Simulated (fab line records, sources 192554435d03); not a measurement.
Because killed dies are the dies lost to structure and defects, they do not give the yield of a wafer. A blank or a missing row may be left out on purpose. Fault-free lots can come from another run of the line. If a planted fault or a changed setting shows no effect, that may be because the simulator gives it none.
Split-lot study / flow n5-finfet / on a route of 1938 steps: 7 lots, 21 wafers read

== ABOUT THE SPLIT ==
At N5_BEOL_M0_ETCH_109 (etches SiCN in CH3F/O2, target depth 8 nm, overetch 2.4 nm, time 27.4 s), the setting bias-w was moved away from the recipe's 75 W on 8 of the 21 wafers read, by -12.4% to +15.1%. All remaining wafers had this setting at the recipe value.

The split's own step is where the reading is taken.

== THE READING ==
rf-vpp-V, in V, at N5_BEOL_M0_ETCH_109 (etches SiCN in CH3F/O2, target depth 8 nm, overetch 2.4 nm, time 27.4 s). Fault-free wafers of this fab line usually give 297.7 V, standard deviation 1.4 V.

wafer=L074.2; tool, chamber at the split=rie-diel-06, 0; bias-w as run, W=75; against the recipe=recipe; rf-vpp-V, V=295.7; against lot-mates on the recipe=-
wafer=L074.4; tool, chamber at the split=rie-diel-06, 0; bias-w as run, W=75; against the recipe=recipe; rf-vpp-V, V=294.9; against lot-mates on the recipe=-
wafer=L074.6; tool, chamber at the split=rie-diel-06, 2; bias-w as run, W=75; against the recipe=recipe; rf-vpp-V, V=298.4; against lot-mates on the recipe=-
wafer=L075.1; tool, chamber at the split=rie-diel-06, 0; bias-w as run, W=79.93; against the recipe=+6.6%; rf-vpp-V, V=308.7; against lot-mates on the recipe=no lot-mate on the recipe
wafer=L075.4; tool, chamber at the split=rie-diel-06, 3; bias-w as run, W=79.93; against the recipe=+6.6%; rf-vpp-V, V=311.2; against lot-mates on the recipe=no lot-mate on the recipe
wafer=L075.5; tool, chamber at the split=rie-diel-06, 0; bias-w as run, W=79.93; against the recipe=+6.6%; rf-vpp-V, V=307.9; against lot-mates on the recipe=no lot-mate on the recipe
wafer=L078.1; tool, chamber at the split=rie-diel-06, 0; bias-w as run, W=75; against the recipe=recipe; rf-vpp-V, V=293.6; against lot-mates on the recipe=-
wafer=L078.3; tool, chamber at the split=rie-diel-06, 1; bias-w as run, W=86.36; against the recipe=+15.1%; rf-vpp-V, V=323.9; against lot-mates on the recipe=+30.3
wafer=L078.6; tool, chamber at the split=rie-diel-06, 0; bias-w as run, W=86.36; against the recipe=+15.1%; rf-vpp-V, V=323.3; against lot-mates on the recipe=+29.7
wafer=L089.1; tool, chamber at the split=rie-diel-04, 2; bias-w as run, W=75; against the recipe=recipe; rf-vpp-V, V=297.6; against lot-mates on the recipe=-
wafer=L089.3; tool, chamber at the split=rie-diel-04, 3; bias-w as run, W=75; against the recipe=recipe; rf-vpp-V, V=297.6; against lot-mates on the recipe=-
wafer=L089.4; tool, chamber at the split=rie-diel-04, 1; bias-w as run, W=75; against the recipe=recipe; rf-vpp-V, V=299.2; against lot-mates on the recipe=-
wafer=L090.4; tool, chamber at the split=rie-diel-05, 0; bias-w as run, W=75; against the recipe=recipe; rf-vpp-V, V=298.2; against lot-mates on the recipe=-
wafer=L090.5; tool, chamber at the split=rie-diel-05, 0; bias-w as run, W=75; against the recipe=recipe; rf-vpp-V, V=296.0; against lot-mates on the recipe=-
wafer=L090.6; tool, chamber at the split=rie-diel-05, 3; bias-w as run, W=75; against the recipe=recipe; rf-vpp-V, V=296.6; against lot-mates on the recipe=-
wafer=L091.2; tool, chamber at the split=rie-diel-06, 0; bias-w as run, W=71.41; against the recipe=-4.8%; rf-vpp-V, V=285.6; against lot-mates on the recipe=-12.3
wafer=L091.3; tool, chamber at the split=rie-diel-06, 2; bias-w as run, W=71.41; against the recipe=-4.8%; rf-vpp-V, V=289.2; against lot-mates on the recipe=-8.7
wafer=L091.4; tool, chamber at the split=rie-diel-06, 1; bias-w as run, W=75; against the recipe=recipe; rf-vpp-V, V=297.9; against lot-mates on the recipe=-
wafer=L096.1; tool, chamber at the split=rie-diel-05, 0; bias-w as run, W=75; against the recipe=recipe; rf-vpp-V, V=297.9; against lot-mates on the recipe=-
wafer=L096.3; tool, chamber at the split=rie-diel-05, 2; bias-w as run, W=65.73; against the recipe=-12.4%; rf-vpp-V, V=274.7; against lot-mates on the recipe=-23.2
wafer=L096.5; tool, chamber at the split=rie-diel-05, 0; bias-w as run, W=75; against the recipe=recipe; rf-vpp-V, V=297.9; against lot-mates on the recipe=-

FIT RESULTS
A straight line over all 21 wafers: rf-vpp-V changes by +1.8 V for each +1% of bias-w; r = +0.99; the points scatter about the line by 1.6 V.
The same after taking each lot's own level away (the mean of its wafers on the recipe; 18 wafers): +1.97 V for each +1%; r = +1.00; scatter 1.2 V.
That fit puts the effect of the largest move of bias-w on the reading at 30 V.
Measured against the standard deviation above, the lots' own levels, which go from 293.60 to 298.13 V, span 3.2 times it.
The two slopes agree, so the slope changes little with the lot-to-lot level.
Check: +29.5 V against its lot-mates is what the line predicts for one of the wafers moved furthest among these (+15.1%) when that wafer is left out of the fit. It came out at +30.3 V against them.
Tool readings at the split's step, against how far the setting was moved: rf-vpp-V r = +0.99.

== THESE WAFERS: OTHER SPLITS ==
Note: prior to the reading, these wafers also went through further splits. Each is held against what the fit with the lots' levels taken away leaves over:
other split on the same wafers=N5_MOL_CONTACT_COAG_COAT_58 spin-rpm; wafers away from the commonest value=8; r with rf-vpp-V (lot level and that fit taken away)=+0.25
other split on the same wafers=N5_MOL_CONTACT_COAG_ETCH_105 bias-w; wafers away from the commonest value=5; r with rf-vpp-V (lot level and that fit taken away)=+0.12
other split on the same wafers=N5_MOL_CONTACT_COAG_ETCH_91 source-w; wafers away from the commonest value=5; r with rf-vpp-V (lot level and that fit taken away)=+0.07
other split on the same wafers=N5_BEOL_M0_SAQP_COAT_87 spin-rpm; wafers away from the commonest value=8; r with rf-vpp-V (lot level and that fit taken away)=+0.26

== FILE'S OWN FIT ==
rf-vpp-V changes by +1.96 V for each +1% of bias-w, r = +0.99.
